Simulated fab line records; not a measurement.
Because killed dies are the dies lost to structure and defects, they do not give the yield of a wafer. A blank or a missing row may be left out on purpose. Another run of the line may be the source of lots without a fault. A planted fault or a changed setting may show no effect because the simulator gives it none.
fab line records	flow nandHarc
[record] lots = 6	wafers = 18	lastDay = 24
route steps=1159 shown P_STI@78 P_GATE@110 END@1159
lots with no fault: from the same line, run without faults
startH: hours from the record's opening day to when the first of the lot's shown wafers began	waitH: hours elapsed since this lot's preceding step	" as in the row above	L1.1+2: a row that stands for several wafers	- no value, or no start was given	* or withheld: withheld	< > ~ a bound
route shown NAME@n: a module of which the file shows steps, and the number in the route of the first	usual: mean/standard deviation of fault-free wafers	same: alike in all rows	chamber/n: place in a boat	sites: the reading at each site	_std_site: their standard deviation	_edge_site: inner sites' mean taken away from outer sites' mean	radiusMm: for every site, how far away it sits from the centre of the wafer	mask NAME#n: copy n	behind: tool/chamber where the wafer was last shaped	hold: reason for holding the lot/hours on hold/outcome of the hold	device: the n, p or np transistor that did not switch	end of line: the route-end tests of the same wafers	for a step that has no rows: nothing shown but its recipe	killed: the dies lost at the first sort to structure and to defects; this is not the yield of the wafer	map: shows each die of a wafer: x if killed, . if not, _ if none is there
set.NAME: the setting the step ran with; set.NAME@STEP: the setting that earlier step ran with	model.NAME: the simulator's own value behind a step, which no gauge read
lots at selected steps of the route; one table per step, one row per wafer
services: the hour from which a tool's chamber was out of use, counted from the record's first day as startH (under 0 if before that day), plus the number of hours and why
[[steps]]
[step NHARC_P_STI_SOFTBAKE_04]
[recipe] tempC = 125	timeS = 70
[step NHARC_P_STI_EBR_05]
[step NHARC_P_STI_EXPOSE_06]
[recipe] na = 0.55	targetCdNm = 200	doseMj = 37.69	maskId = P_STI
[step NHARC_P_STI_PEB_07]
[recipe] pebTempC = 128	pebTimeS = 80
[step NHARC_P_STI_DEVELOP_08]
[recipe] timeS = 50	devTempC = 22
[step NHARC_P_STI_CD_MEAS_09]
[recipe] targetCdNm = 200	landingEnergyEv = 500
[usual] cdNm = 200.0/2.2
[same] landingEnergyEv = 500
lot.wafer	tool	chamber	startH	waitH	cdNm
L166.2	cdSem-03	0	36.15	-	200.5
L166.3	"	0	"	"	199.7
L166.5	"	0	"	"	197.8
L168.1	cdSem-01	0	50.17	-	195.8
L168.2	"	0	"	"	199.8
L168.4	"	0	"	"	199.6
L181.1	cdSem-03	0	126.09	-	198.4
L181.3	"	0	"	"	198.5
L181.6	"	0	"	"	197.8
L185.2	cdSem-01	0	149.72	-	201.3
L185.3	"	0	"	"	200.4
L185.5	"	0	"	"	202.4
L188.2	cdSem-02	0	163.48	-	201.5
L188.3	"	0	"	"	198.1
L188.5	"	0	"	"	201.4
L189.1	cdSem-03	0	175.72	-	198.7
L189.2	"	0	"	"	202.5
L189.6	"	0	"	"	198.7
[step NHARC_P_STI_OVL_MEAS_10]
[usual] overlayXNm = 1/6.3	overlayYNm = 0/5.5
lot.wafer	tool	chamber	startH	waitH	overlayXNm	overlayYNm
L166.2	overlay-01	-	36.24	-	-2	-4
L166.3	"	-	"	"	-2	-4
L166.5	"	-	"	"	-3	-4
L168.1	overlay-02	-	50.26	-	6	-2
L168.2	"	-	"	"	6	-2
L168.4	"	-	"	"	6	-2
L181.1	overlay-01	-	126.18	-	1	-8
L181.3	"	-	"	"	1	-8
L181.6	"	-	"	"	1	-7
L185.2	overlay-02	-	149.81	-	-5	-1
L185.3	"	-	"	"	-5	0
L185.5	"	-	"	"	-5	0
L188.2	overlay-02	-	163.57	-	5	4
L188.3	"	-	"	"	5	5
L188.5	"	-	"	"	5	4
L189.1	overlay-02	-	175.80	-	12	10
L189.2	"	-	"	"	13	9
L189.6	"	-	"	"	13	9
[step NHARC_P_STI_INSPECT_11]
[usual] rawDefectCount = 6.0/2.8
lot.wafer	tool	chamber	startH	waitH	rawDefectCount
L166.2	defectInspect-02	-	36.28	0.0	7
L166.3	"	-	"	"	4
L166.5	"	-	"	"	3
L168.1	defectInspect-01	-	50.30	0.0	5
L168.2	"	-	"	"	7
L168.4	"	-	"	"	3
L181.1	defectInspect-01	-	126.22	0.0	2
L181.3	"	-	"	"	5
L181.6	"	-	"	"	8
L185.2	defectInspect-01	-	149.85	0.0	4
L185.3	"	-	"	"	6
L185.5	"	-	"	"	1
L188.2	defectInspect-02	-	163.61	0.0	8
L188.3	"	-	"	"	4
L188.5	"	-	"	"	5
L189.1	defectInspect-01	-	175.84	0.0	6
L189.2	"	-	"	"	8
L189.6	"	-	"	"	13
[step NHARC_P_STI_HARDBAKE_13]
[recipe] tempC = 118	timeS = 65
[step NHARC_P_STI_DESCUM_14]
[recipe] timeS = 3	o2FlowSccm = 200	arFlowSccm = 0	biasPowerW = 0	chemistry = O2
[usual] drypumpMotorCurrentA = 5.5/0.41	oesProductAu = 0.999/0.0085	rfVppV = 57.9/0.82	showerheadPlenumPTorr = 1.95/0.068	throttleValvePct = 11.311/0.0088
lot.wafer	tool	chamber	startH	waitH	drypumpMotorCurrentA	oesProductAu	rfHoursCounterH	rfVppV	showerheadPlenumPTorr	throttleValvePct
L166.2	rieDiel-05	2	36.42	-	5.5	1.002	1.7	59.0	1.93	11.304
L166.3	"	3	"	"	5.4	0.993	2.0	57.6	1.92	11.320
L166.5	"	3	"	"	5.4	0.999	-	58.3	1.92	11.316
L168.4	rieDiel-10	1	50.44	-	4.9	0.999	1.0	56.9	2.05	11.291
L168.2	"	2	"	"	6.2	1.003	1.1	58.8	1.90	11.311
L168.1	"	3	"	"	5.4	1.011	1.0	56.4	2.00	11.317
L181.1	rieDiel-05	1	126.37	-	5.6	0.994	6.9	58.7	1.90	11.328
L181.3	"	2	"	"	5.5	1.010	6.2	58.3	1.93	11.312
L181.6	"	3	"	"	5.4	0.993	-	56.6	1.92	11.321
L185.2	rieDiel-10	3	149.99	-	5.4	0.999	3.3	58.9	2.00	11.318
L185.3	"	0	"	"	5.2	0.990	2.9	57.8	1.94	11.299
L185.5	"	2	"	"	6.2	0.993	-	58.4	1.90	11.326
L188.3	rieDiel-10	1	163.75	-	4.9	0.990	4.0	58.9	2.04	11.314
L188.2	"	3	"	"	5.4	1.004	3.8	57.5	2.00	11.325
L188.5	"	1	"	"	4.9	0.990	-	58.1	2.04	11.298
L189.2	rieDiel-04	0	175.98	-	5.1	1.011	1.7	57.3	1.99	11.311
L189.1	"	2	"	"	5.7	1.011	2.1	58.6	2.05	11.308
L189.6	"	0	"	"	5.2	0.996	-	57.1	1.99	11.306
[step NHARC_P_STI_ETCH_42]
[recipe] targetDepthA = 800	overetchA = 240	timeS = 61	ionEnergyEv = 200	n2FlowSccm = 150	h2FlowSccm = 150	arFlowSccm = 0	rfW = 400	biasW = 150	chemistry = N2/H2
[usual] drypumpMotorCurrentA = 5.5/0.4	oesProductAu = 1.000/0.0095	rfVppV = 431.6/2.3	showerheadPlenumPTorr = 2.08/0.077	throttleValvePct = 14.170/0.0084
lot.wafer	tool	chamber	startH	waitH	drypumpMotorCurrentA	oesProductAu	rfHoursCounterH	rfVppV	showerheadPlenumPTorr	throttleValvePct
L166.2	rieDiel-05	1	36.52	0.1	5.6	1.002	1.6	429.4	2.02	14.163
L166.3	"	2	"	"	5.5	0.997	1.7	430.8	2.06	14.175
L166.5	"	3	"	"	5.4	1.017	-	431.4	2.05	14.172
L168.2	rieDiel-10	0	50.53	0.1	5.2	0.986	0.9	431.8	2.07	14.166
L168.4	"	1	"	"	4.9	0.993	1.0	435.2	2.18	14.169
L168.1	"	2	"	"	6.2	0.992	1.1	431.5	2.02	14.178
L181.3	rieDiel-05	0	126.44	0.1	5.2	1.015	7.8	433.5	2.14	14.167
L181.1	"	2	"	"	5.5	1.011	6.2	431.1	2.06	14.179
L181.6	"	0	"	"	5.2	1.012	-	432.8	2.14	14.175
L185.3	rieDiel-10	1	150.07	0.1	4.9	0.999	3.5	434.1	2.18	14.173
L185.2	"	2	"	"	6.2	1.001	3.4	429.9	2.02	14.167
L185.5	"	2	"	"	6.2	0.992	-	429.3	2.02	14.176
L188.2	rieDiel-10	2	163.84	0.1	6.2	0.987	3.9	430.0	2.02	14.167
L188.3	"	3	"	"	5.4	0.994	3.8	432.1	2.14	14.172
L188.5	"	2	"	"	6.2	0.984	-	429.6	2.02	14.175
L189.1	rieDiel-04	2	176.06	0.1	5.7	1.008	2.1	434.7	2.19	14.186
L189.2	"	1	"	"	6.1	0.996	1.7	426.2	1.90	14.171
L189.6	"	3	"	"	5.3	1.001	-	429.7	2.03	14.164
[step NHARC_P_STI_ETCH_31]
[recipe] targetDepthA = 1089	timeS = 54.5	cf4FlowSccm = 100	chf3FlowSccm = 30	arFlowSccm = 0	rfW = 500	biasW = 200	chemistry = CF4/CHF3
[usual] drypumpMotorCurrentA = 5.5/0.4	oesProductAu = 0.959/0.018	rfVppV = 371.5/1.9	showerheadPlenumPTorr = 1.60/0.056	throttleValvePct = 16.802/0.0087
lot.wafer	tool	chamber	startH	waitH	drypumpMotorCurrentA	oesProductAu	rfHoursCounterH	rfVppV	showerheadPlenumPTorr	throttleValvePct
L166.3	rieDiel-05	3	-	-	5.4	0.962	2.1	371.0	1.58	16.811
L166.2	"	0	"	"	5.2	0.985	2.0	371.2	1.65	16.798
L166.5	"	3	"	"	5.4	0.960	-	370.8	1.58	16.792
L168.4	rieDiel-10	3	-	-	5.4	0.967	1.0	371.4	1.64	16.797
L168.1	"	1	"	"	4.9	0.959	1.1	374.6	1.68	16.826
L168.2	"	2	"	"	6.2	0.962	1.1	370.4	1.56	16.797
L181.1	rieDiel-05	0	-	-	5.2	0.958	7.8	372.5	1.65	16.800
L181.3	"	1	"	"	5.6	0.964	6.9	370.4	1.56	16.807
L181.6	"	0	"	"	5.2	0.958	-	373.8	1.65	16.796
L185.3	rieDiel-10	3	-	-	5.4	0.956	3.3	372.9	1.64	16.794
L185.2	"	0	"	"	5.2	0.962	2.9	371.0	1.60	16.793
L185.5	"	3	"	"	5.4	0.958	-	373.6	1.64	16.806
L188.3	rieDiel-10	2	-	-	6.2	0.961	3.9	369.7	1.56	16.807
L188.2	"	3	"	"	5.4	0.979	3.9	370.1	1.64	16.821
L188.5	"	0	"	"	5.2	0.953	-	371.0	1.60	16.796
L189.2	rieDiel-04	1	-	-	6.1	0.971	1.7	367.9	1.48	16.800
L189.1	"	0	"	"	5.1	0.961	1.8	372.8	1.63	16.798
L189.6	"	2	"	"	5.7	0.985	-	373.3	1.68	16.822
[step NHARC_P_STI_ETCH_15]
[recipe] targetDepthA = 3000	taperDeg = 4	timeS = 100.1	hbrFlowSccm = 150	cl2FlowSccm = 50	rfW = 400	icpW = 400	biasW = 100	chemistry = HBr/Cl2
[usual] drypumpMotorCurrentA = 5.9/0.58	heBacksideLeakSccm = 2.83/0.21	oesProductAu = 0.998/0.011	throttleValvePct = 26.406/0.0094
lot.wafer	tool	chamber	startH	waitH	drypumpMotorCurrentA	heBacksideLeakSccm	oesProductAu	rfHoursCounterH	throttleValvePct
L166.3	rieSi-05	0	36.70	-	4.9	2.93	1.005	1.1	26.398
L166.2	"	3	"	"	6.0	2.63	1.009	0.7	26.402
L166.5	"	0	"	"	4.9	2.92	0.992	-	26.406
L168.2	rieSi-04	3	50.71	-	5.8	2.91	0.999	1.1	26.411
L168.1	"	1	"	"	4.9	2.96	0.973	0.8	26.413
L168.4	"	2	"	"	5.5	3.10	0.999	1.0	26.394
L181.1	rieSi-04	2	126.64	-	5.5	3.00	0.989	0.1	26.401
L181.3	"	1	"	"	4.9	2.83	0.994	0.2	26.396
L181.6	"	3	"	"	5.8	2.96	1.008	-	26.417
L185.2	rieSi-04	0	150.26	-	6.6	2.65	1.003	0.3	26.399
L185.3	"	1	"	"	4.9	2.87	1.000	0.3	26.405
L185.5	"	1	"	"	4.9	2.95	0.993	-	26.399
L188.3	rieSi-05	0	164.03	-	4.9	2.99	1.017	0.7	26.404
L188.2	"	1	"	"	6.2	3.05	0.991	0.8	26.403
L188.5	"	1	"	"	6.2	2.94	0.981	-	26.405
L189.2	rieSi-03	1	176.27	-	5.9	2.95	1.000	0.1	26.389
L189.1	"	3	"	"	5.6	2.75	1.013	0.1	26.406
L189.6	"	2	"	"	6.4	2.51	1.011	-	26.407
[step NHARC_P_STI_CD_MEAS_16]
[usual] cdNm = 199.3/2.4
lot.wafer	tool	chamber	startH	waitH	cdNm
L166.2	cdSem-02	-	36.86	-	200.9
L166.3	"	-	"	"	199.0
L166.5	"	-	"	"	196.1
L168.1	cdSem-03	-	50.87	-	194.9
L168.2	"	-	"	"	199.0
L168.4	"	-	"	"	197.9
L181.1	cdSem-02	-	126.80	-	196.7
L181.3	"	-	"	"	198.5
L181.6	"	-	"	"	198.3
L185.2	cdSem-01	-	150.43	-	201.0
L185.3	"	-	"	"	199.4
L185.5	"	-	"	"	200.6
L188.2	cdSem-02	-	164.21	-	200.5
L188.3	"	-	"	"	195.4
L188.5	"	-	"	"	200.8
L189.1	cdSem-02	-	176.44	-	199.4
L189.2	"	-	"	"	200.5
L189.6	"	-	"	"	198.3
[step NHARC_P_STI_OCD_MEAS_17]
[usual] trenchDepthNm = 300/5.1	trenchFootCdNm = 158.1/2.3
lot.wafer	tool	chamber	startH	waitH	trenchDepthNm	trenchFootCdNm
L166.2	ocd-02	-	36.95	0.1	303	158.9
L166.3	"	-	"	"	301	157.9
L166.5	"	-	"	"	299	156.1
L168.1	ocd-01	-	50.96	0.1	293	154.5
L168.2	"	-	"	"	302	157.4
L168.4	"	-	"	"	299	156.8
L181.1	ocd-02	-	126.89	0.1	293	157.7
L181.3	"	-	"	"	294	157.2
L181.6	"	-	"	"	302	155.8
L185.2	ocd-01	-	150.52	0.1	303	159.2
L185.3	"	-	"	"	298	158.7
L185.5	"	-	"	"	298	160.8
L188.2	ocd-01	-	164.31	0.1	295	159.6
L188.3	"	-	"	"	310	154.4
L188.5	"	-	"	"	292	160.6
L189.1	ocd-02	-	176.53	0.1	308	156.1
L189.2	"	-	"	"	299	161.2
L189.6	"	-	"	"	306	155.4
[step NHARC_P_STI_STRIP_19]
[recipe] timeS = 900	tempC = 130	chemistry = SPM
[step NHARC_P_STI_PRECLEAN_32]
[recipe] timeS = *	tempC = 50	bathAgeMin = 0	chemistry = SC1
[step NHARC_P_STI_SRD_23]
[step NHARC_P_STI_OCD_MEAS_43]
[usual] trenchDepthNm = 300/5	trenchFootCdNm = 158.0/2.3
lot.wafer	tool	chamber	startH	waitH	trenchDepthNm	trenchFootCdNm
L166.2	ocd-01	-	37.47	-	303	159.0
L166.3	"	-	"	"	301	157.4
L166.5	"	-	"	"	299	156.2
L168.1	ocd-01	-	51.50	-	292	154.2
L168.2	"	-	"	"	302	157.5
L168.4	"	-	"	"	299	157.5
L181.1	ocd-01	-	127.40	-	293	157.7
L181.3	"	-	"	"	295	157.3
L181.6	"	-	"	"	302	155.4
L185.2	ocd-02	-	151.03	-	302	159.5
L185.3	"	-	"	"	298	158.6
L185.5	"	-	"	"	299	160.8
L188.2	ocd-01	-	164.81	-	295	160.1
L188.3	"	-	"	"	309	155.4
L188.5	"	-	"	"	292	161.0
L189.1	ocd-02	-	177.04	-	307	156.4
L189.2	"	-	"	"	299	160.6
L189.6	"	-	"	"	306	155.5
[step NHARC_P_STI_OXIDE_33]
[recipe] targetThkA = 100	tempC = 1000	oxTimeS = 281	material = SiO2
[step NHARC_P_STI_HDPCVD_20]
[recipe] targetThkA = withheld	sigmaOpenFrac = withheld	material = SiO2
[step NHARC_P_STI_ANNEAL_34]
[recipe] tempC = 1000	timeS = 1800
[step NHARC_P_STI_CMP_21]
[recipe] tOverpolishS = 20	targetThkNm = 380.67
[usual] motorCurrentA = 11.7/1	overpolishRunS = 19.999/0.0083	slurryFilterDpKPa = 13.49/0.14	slurryFlowMlMin = 150.0/0.44
lot.wafer	tool	chamber	startH	waitH	motorCurrentA	overpolishRunS	slurryFilterDpKPa	slurryFlowMlMin
L166.2	cmp-01	2	56.30	0.4	10.0	20.006	13.47	150.0
L166.3	"	0	"	"	13.3	20.010	13.50	149.0
L166.5	"	3	"	"	12.0	20.011	13.47	150.2
L168.4	cmp-01	3	69.73	0.4	11.1	20.000	13.37	150.1
L168.2	"	0	"	"	13.0	20.003	13.64	149.6
L168.1	"	2	"	"	10.5	19.999	13.80	149.5
L181.1	cmp-04	3	145.81	0.4	13.2	19.992	13.32	149.7
L181.3	"	0	"	"	11.3	19.999	13.54	150.3
L181.6	"	1	"	"	11.1	20.012	13.36	149.7
L185.2	cmp-04	1	164.82	0.4	11.0	19.984	13.53	150.2
L185.3	"	2	"	"	11.1	20.003	13.44	150.1
L185.5	"	1	"	"	10.9	19.989	13.37	149.7
L188.2	cmp-04	2	182.18	0.4	10.9	19.992	13.51	150.5
L188.3	"	3	"	"	12.5	19.989	13.40	149.6
L188.5	"	0	"	"	11.0	20.002	13.26	149.7
L189.1	cmp-01	1	194.46	0.4	11.9	20.009	13.57	149.9
L189.2	"	3	"	"	12.5	20.002	13.71	150.0
L189.6	"	1	"	"	12.1	19.991	13.46	149.8
[step NHARC_P_STI_SRD_35]
[step NHARC_P_STI_ETCH_36]
[recipe] targetDepthA = 388	chemistry = dHF	material = SiO2
[step NHARC_P_STI_STRIP_24]
[recipe] tempC = 160	chemistry = H3PO4	material = Si3N4
[step NHARC_P_STI_ETCH_37]
[recipe] targetDepthA = 110	chemistry = dHF	material = SiO2
[step NHARC_P_STI_PRECLEAN_38]
[recipe] timeS = *	tempC = 50	bathAgeMin = 0	chemistry = SC1
[step NHARC_P_STI_SRD_39]
[step NHARC_P_STI_OXIDE_40]
[recipe] targetThkA = 100	tempC = 900	oxTimeS = 1362	material = SiO2
[step NHARC_P_GATE_ETCH_69]
[recipe] targetDepthA = 140	chemistry = dHF	material = SiO2
[step NHARC_P_GATE_PRECLEAN_70]
[recipe] timeS = *	tempC = 50	bathAgeMin = 0	chemistry = SC1
[step NHARC_P_GATE_SRD_01]
[step NHARC_P_GATE_OXIDE_02]
[recipe] targetThkA = 375	tempC = 950	pH2oTorr = 720	oxTimeS = 365	material = SiO2
[step NHARC_P_GATE_DEHYDRATE_03]
[recipe] tempC = 150	timeS = 120
[step NHARC_P_GATE_HMDS_04]
[recipe] timeS = 30
[step NHARC_P_GATE_COAT_05]
[recipe] spinRpm = 4690
[step NHARC_P_GATE_SOFTBAKE_06]
[recipe] tempC = 122	timeS = 95
[step NHARC_P_GATE_EBR_07]
[step NHARC_P_GATE_EXPOSE_08]
[recipe] na = 0.6	doseMj = 16.75	maskId = P_HV
[step NHARC_END_SORT_01]
[recipe] tempC = 25
[usual] killedAtArray = 29/13	killedAtOther = 0.7/1	killedAtPeriphery = 3.2/2.3	killedDies = 33/13	killedOpen = 3.3/1.7	killedShort = 2.0/1.5
[same] grossDies = 677
lot.wafer	tool	chamber	startH	waitH	killedAtArray	killedAtOther	killedAtPeriphery	killedDies	killedOpen	killedShort
L166.2	prober-02	0	439.04	2.8	17	0	3	20	2	1
L166.3	prober-02	0	439.84	3.1	14	0	5	19	4	3
L166.5	prober-02	0	441.44	3.7	25	0	2	27	6	1
L168.1	prober-01	0	454.70	2.5	25	0	2	27	2	2
L168.2	prober-01	0	455.50	2.8	15	1	1	17	2	3
L168.4	prober-01	0	457.11	3.4	16	0	2	18	2	0
L181.1	prober-02	0	529.72	2.5	45	0	84	129	2	1
L181.3	prober-02	0	531.32	3.1	42	0	96	138	3	2
L181.6	prober-02	0	533.72	4.0	36	2	43	81	2	1
L185.2	prober-01	0	573.07	2.8	52	0	47	99	4	2
L185.3	prober-01	0	573.88	3.1	52	0	90	142	3	2
L185.5	prober-01	0	575.48	3.7	54	0	94	148	4	0
// killed by level:class
L166.2 A_SLIT:chamberFilmFlake=7 A_STAIRCASE:chamberFilmFlake=4 A_CHANNEL_HOLE_D1:chamberFilmFlake=2 A_CONTACT:chamberFilmFlake=2 P_STI:geometricParticle:open=1 P_M0:geometricParticle:short=1 A_CHANNEL_FILL_D1:geometricParticle:open=1 P_STI:chamberFilmFlake=1
L166.3 A_SLIT:chamberFilmFlake=5 P_CONTACT:geometricParticle:open=2 A_STAIRCASE:chamberFilmFlake=2 A_CONTACT:chamberFilmFlake=2 P_STI:geometricParticle:short=1 P_M1:geometricParticle:open=1 A_ONON_D1:geometricParticle:short=1 A_CHANNEL_FILL_D1:geometricParticle:short=1
L166.5 A_SLIT:chamberFilmFlake=9 A_STAIRCASE:chamberFilmFlake=4 A_CHANNEL_FILL_D1:geometricParticle:open=3 A_CHANNEL_HOLE_D1:chamberFilmFlake=3 A_CONTACT:chamberFilmFlake=2 P_STI:chamberFilmFlake=1 P_M0:geometricParticle:open=1 A_ONON_D1:geometricParticle:open=1
L168.1 A_SLIT:chamberFilmFlake=11 A_STAIRCASE:chamberFilmFlake=4 A_CONTACT:chamberFilmFlake=3 A_CHANNEL_HOLE_D1:chamberFilmFlake=2 A_WL_FILL:chamberFilmFlake=2 P_M0:geometricParticle:open=1 A_SGD_CUT:geometricParticle:short=1 A_WL_FILL:geometricParticle:short=1
L168.2 A_SLIT:chamberFilmFlake=6 A_CHANNEL_HOLE_D1:chamberFilmFlake=2 A_WL_FILL:chamberFilmFlake=2 A_CONTACT:chamberFilmFlake=2 P_STI:geometricParticle:short=1 A_WL_FILL:geometricParticle:short=1 A_WL_FILL:geometricParticle:open=1 A_CONTACT:geometricParticle:short=1
L168.4 A_SLIT:chamberFilmFlake=7 A_CHANNEL_HOLE_D1:chamberFilmFlake=2 A_STAIRCASE:chamberFilmFlake=2 A_CONTACT:chamberFilmFlake=2 A_CHANNEL_FILL_D1:geometricParticle:open=1 A_M0:geometricParticle:open=1 P_GATE:chamberFilmFlake=1 P_CONTACT:chamberFilmFlake=1
L181.1 P_STI:unspecified=84 A_CHANNEL_HOLE_D1:chamberFilmFlake=24 A_SLIT:chamberFilmFlake=12 A_CONTACT:chamberFilmFlake=3 A_SGD_CUT:chamberFilmFlake=2 A_SOURCE_PLATE:geometricParticle:short=1 A_BLC:geometricParticle:open=1 A_M0:geometricParticle:open=1
L181.3 P_STI:unspecified=94 A_CHANNEL_HOLE_D1:chamberFilmFlake=19 A_SLIT:chamberFilmFlake=17 A_CONTACT:chamberFilmFlake=3 P_M0:geometricParticle:open=2 A_CHANNEL_FILL_D1:geometricParticle:short=2 A_CHANNEL_FILL_D1:geometricParticle:open=1
L181.6 P_STI:unspecified=42 A_SLIT:chamberFilmFlake=16 A_CHANNEL_HOLE_D1:chamberFilmFlake=14 A_SGD_CUT:chamberFilmFlake=2 A_CONTACT:chamberFilmFlake=2 A_CHANNEL_FILL_D1:geometricParticle:open=1 A_CONTACT:geometricParticle:open=1 P_GATE:chamberFilmFlake=1
L185.2 P_STI:unspecified=47 A_CHANNEL_HOLE_D1:chamberFilmFlake=15 A_CONTACT:chamberFilmFlake=14 A_SLIT:chamberFilmFlake=13 A_WL_FILL:geometricParticle:short=2 A_CONTACT:geometricParticle:open=2 A_STAIRCASE:chamberFilmFlake=2 A_M0:geometricParticle:open=1
L185.3 P_STI:unspecified=86 A_SLIT:chamberFilmFlake=22 A_CHANNEL_HOLE_D1:chamberFilmFlake=13 A_CONTACT:chamberFilmFlake=10 P_CONTACT:geometricParticle:short=2 A_STAIRCASE:chamberFilmFlake=2 A_ONON_D1:geometricParticle:open=1 A_CONTACT:geometricParticle:open=1
L185.5 P_STI:unspecified=94 A_CHANNEL_HOLE_D1:chamberFilmFlake=23 A_CONTACT:chamberFilmFlake=13 A_SLIT:chamberFilmFlake=11 A_M0:geometricParticle:open=2 A_CHANNEL_FILL_D1:geometricParticle:open=1 A_WL_FILL:geometricParticle:open=1 A_ZERO_WELL:chamberFilmFlake=1
// map L181.3 (x killed, . not)
____________.____________
_________......._________
_______..........._______
______x.....x......______
_____..x............_____
____.................____
____.................____
___...................___
___.x.................___
__.....................__
__........x......x.....__
_...............x......._
_.............x.xx......_
_..............x..xx...._
_...............xx....x._
_...........x.x.x..x.x.._
..............x..x.x.....
..................x......
...............xxx.xx....
..............x.xxxxxx...
................xxxxxxx..
_.............xxxxxxxxx._
_.........x....xxxxxxxx._
_..............xxxxxxxxx_
_..............xxxxxxxx._
_..............xxxxxxxxx_
__.............xxxxxxxx__
__.........x.x.xxxxxxxx__
___.....x..x...xxxxxxx___
___..............xxxxx___
____.....xxxx.x.xx..x____
____......x......x...____
_____...x.x.x......._____
______....xxx.x.x..______
_______..........._______
_________......._________
____________.____________
// map L185.5 (x killed, . not)
____________.____________
_________....xx._________
_______......x.x.x_______
______....x....x...______
_____........xx..x.._____
____...............x.____
____.................____
___............x......___
___...................___
__.....................__
__.....................__
_......................._
_x..................xx.._
_..............x........_
_......................._
_....................x.._
.....................x...
..................xx..x..
....xx...x...x..xxxxx....
........x..x...xxxxx.x...
..............x.xxxxxx...
_....x........xxxxxxxx.._
_..............xxxxxxxx._
_..x..........xxxxxxxxx._
_..............xxxxxxxxx_
_...x.........xxxxxxxxxx_
__............xxxxxxxxx__
__..........xx.xxxxxxx.__
___..........xxxxxxxx.___
___.....xx.xx...xxxxx.___
____......x.xx..xx...____
____......xx.x...x.x.____
_____......xx.x....._____
______...xxxxx.....______
_______...xx.x...._______
_________......._________
____________.____________
[[services]]
tool	chamber	startH	hours	kind
rieSi-03	2	17.97	10.6	repair
cmp-04	-	23.41	0.9	repair
cmp-01	-	24.02	1.4	repair
rieDiel-10	0	33.04	3.5	repair
cmp-01	-	42.84	1.7	repair
rieDiel-05	2	51.03	8.2	repair
rieSi-05	-	62.00	9.0	pm
rieDiel-10	0	68.69	7.4	repair
rieDiel-05	0	69.21	5.7	repair
cmp-01	-	81.50	4.0	pm
rieDiel-10	2	86.53	3.8	repair
rieSi-04	-	99.21	9.0	pm
cmp-04	-	105.21	4.0	pm
rieDiel-10	-	110.44	0.8	repair
rieDiel-04	-	111.90	9.0	pm
rieDiel-05	-	116.59	0.3	repair
rieDiel-05	1	124.83	1.4	repair
rieDiel-05	1	130.40	16.2	repair
rieSi-03	0	141.21	4.1	repair
rieDiel-05	-	163.74	9.0	pm
rieSi-04	0	167.99	3.1	repair
rieDiel-10	-	176.50	9.0	pm
cmp-01	-	179.50	4.0	pm
rieDiel-04	-	186.45	3.6	repair
[[key]]
[firstSign] step = NHARC_END_SORT_01	reading = killedAtPeriphery	direction = up	sigmas = 32	usual = 3.2	struck = 75.7
[effect] step = NHARC_END_SORT_01	reading = killedDies	direction = up	sigmas = 7	usual = 33	struck = 123
[moreKillsBornAt] NHARC_P_STI_ETCH_15@rieSi-04 = 441
metAt NHARC_P_STI_ETCH_15
struckWafers L181.1,L181.3,L181.6,L185.2,L185.3,L185.5
testerLeftOut L181,L185
onsetBetween 50.71 126.64
[fault] kind = chamberParticleSource	tool = rieSi-04	chamber = -	onsetH = 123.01	steps = NHARC_P_STI_ETCH_15	ratePerVisitCm2 = 1.2574	endH = 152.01
// testerLeftOut: of these lots the tester's yield and bins aren't shown, on N5 and GAA mostly nor the transistor test; their killed dies are dies lost to structure and defects alone, not to doping, threshold or leakage, so they don't give the yield
